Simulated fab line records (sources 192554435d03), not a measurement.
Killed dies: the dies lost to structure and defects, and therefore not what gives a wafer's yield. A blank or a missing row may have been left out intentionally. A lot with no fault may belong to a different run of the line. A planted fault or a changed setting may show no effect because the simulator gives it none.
Matching of chambers -- flow n5 finfet -- rie diel-02 running N5_MOL_CONTACT_COAG_DESCUM_13: 3 sister chambers
The step chemistry O2, time 7 s. 3 wafers are shown with their chamber, then 3 later ones without.

## WAFERS WITH THEIR CHAMBER
wafer,chamber,showerhead plenum p Torr (Torr)
L082.4,0,2.01
L089.1,1,2.11
L089.4,2,1.99

## WAFERS MISSING THEIR CHAMBER
wafer,showerhead plenum p Torr (Torr)
L089.6,1.99
L094.6,1.99
L096.2,2.10

## WHICH CHAMBER EACH ONE RAN IN
wafer,from the rows above,in truth
L089.6,2,2
L094.6,2,2
L096.2,1,1
Correctly placed: 3 of 3. From these rows, 0 cannot be placed. Wrongly placed: 0.
How it was worked out, from the rows above alone: a wafer's distance from a chamber is the root of the sum, over the readings, of the square of ((its reading less the chamber's mean) divided by the reading's scatter). The wafer belongs to the nearest chamber; if the next one is less than 2 further off, it can't be placed. A chamber's mean is the mean of its shown wafers. The scatter (one wafer shown for each chamber): square how far every hidden wafer sits from the nearest shown wafer, average those squares and take the square root.
